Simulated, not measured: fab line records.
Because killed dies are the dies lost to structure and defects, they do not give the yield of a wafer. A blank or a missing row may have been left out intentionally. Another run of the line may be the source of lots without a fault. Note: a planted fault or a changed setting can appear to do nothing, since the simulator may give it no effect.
One fault through the eyes of 2 desks -- flow nand_harc -- what lay behind the numbers comes last; until then each desk has only its own

## METROLOGY DESK
What the gauges read for every lot (on any tool): the sampled wafers with a number, averaged. Marked OUT: a lot whose mean sits more than 4 standard deviations from the usual mean, which makes it out of limits; the brackets give that distance.
Columns: A = thk_nm at NHARC_P_M0_THK_MEAS_24, usual 117.2 nm
lot,first seen here,A
L713,day 7 17:49,117.8
L714,day 7 19:46,119.5
L715,day 8 08:41,118.2
L717,day 9 00:28,116.1
L716,day 9 01:53,116.9
L718,day 9 13:23,118.9
L719,day 10 06:00,116.3
L720,day 10 14:24,116.2
L724,day 12 06:17,117.0
L731,day 15 00:02,118.1
L732,day 15 08:40,118.9
L733,day 15 14:55,116.3
Result from this desk: across the 12 lots, nothing is out of limits.

## TOOL OWNER'S DESK, pvd_sputter-02
At NHARC_P_M0_PRE_CLEAN_29 (time 30 s), the tool's own readings, given per lot that ran on this tool as the mean of the sampled wafers with a number. Marked OUT: a lot whose mean sits more than 4 standard deviations from the usual mean, which makes it out of limits; the brackets give that distance.
Columns: A = heater_power_w at NHARC_P_M0_PRE_CLEAN_29, usual 388 W
lot,first seen here,A
L715,day 8 07:17,371
L719,day 10 04:32,378
L720,day 10 13:03,370
L724,day 12 04:55,375
L731,day 14 22:43,389
Result from this desk: across the 5 lots, nothing is out of limits.

## ALL TOGETHER
Nothing out of limits was seen by the metrology desk.
The tool owner's desk saw nothing out of limits.

## WHAT THE SIMULATOR HAD PUT IN
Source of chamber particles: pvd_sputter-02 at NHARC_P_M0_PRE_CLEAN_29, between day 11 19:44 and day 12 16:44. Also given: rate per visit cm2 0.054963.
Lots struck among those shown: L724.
